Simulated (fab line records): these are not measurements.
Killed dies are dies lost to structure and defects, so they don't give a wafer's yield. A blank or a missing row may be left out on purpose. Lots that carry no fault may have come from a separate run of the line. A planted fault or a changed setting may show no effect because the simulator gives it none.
Matching of chambers + flow n5_finfet + N5_BEOL_M9_CURE_72 on uv_cure-01 has 3 sister chambers
The step cures SiCOH lowk, time 120 s. 6 wafers are shown with their chamber, then 7 later ones without.

== WAFERS WITH THEIR CHAMBER ==
| wafer  | chamber | wafer_temp_C_max | lamp_power_pct (%) |
|--------|---------|------------------|--------------------|
| L084.3 | 1       | 371.5            | 52.38              |
| L084.4 | 1       | 371.7            | 52.34              |
| L090.4 | 0       | 371.9            | 52.25              |
| L090.6 | 0       | 371.5            | 52.24              |
| L092.1 | 2       | 371.8            | 52.29              |
| L092.2 | 2       | 372.2            | 52.31              |

== WAFERS WHOSE CHAMBER IS MISSING ==
| wafer  | wafer_temp_C_max | lamp_power_pct (%) |
|--------|------------------|--------------------|
| L092.3 | 372.3            | 52.32              |
| L096.2 | 371.9            | 52.33              |
| L096.3 | 372.9            | 52.35              |
| L096.6 | 372.8            | 52.32              |
| L097.1 | 371.1            | 52.24              |
| L097.3 | 371.7            | 52.33              |
| L097.6 | 372.0            | 52.29              |

== EACH ONE'S CHAMBER ==
| wafer  | from the rows above     | in truth                   |
|--------|-------------------------|----------------------------|
| L092.3 | can't be placed: 2 or 1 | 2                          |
| L096.2 | can't be placed: 2 or 1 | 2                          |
| L096.3 | can't be placed: 2 or 1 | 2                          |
| L096.6 | can't be placed: 2 or 1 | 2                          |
| L097.1 | 0                       | 0                          |
| L097.3 | can't be placed: 1 or 2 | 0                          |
| L097.6 | 2                       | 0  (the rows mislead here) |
Placed correctly: 1 of 7. Not placeable from these rows: 5 (in 4, the candidates include the true chamber). Wrongly placed: 1.
How it was worked out, from the rows above alone: a wafer's distance from a chamber is the root of the sum, over the readings, of the square of ((its reading less the chamber's mean) divided by the reading's scatter). If the next closest chamber is less than 2 further off than the closest, the wafer can't be placed; otherwise it belongs to the closest. For every chamber, the mean is computed from those of its wafers that are shown. The scatter: take each reading less its chamber's mean, square it, sum over the shown wafers, divide by the number of wafers less the number of chambers, and take the root.
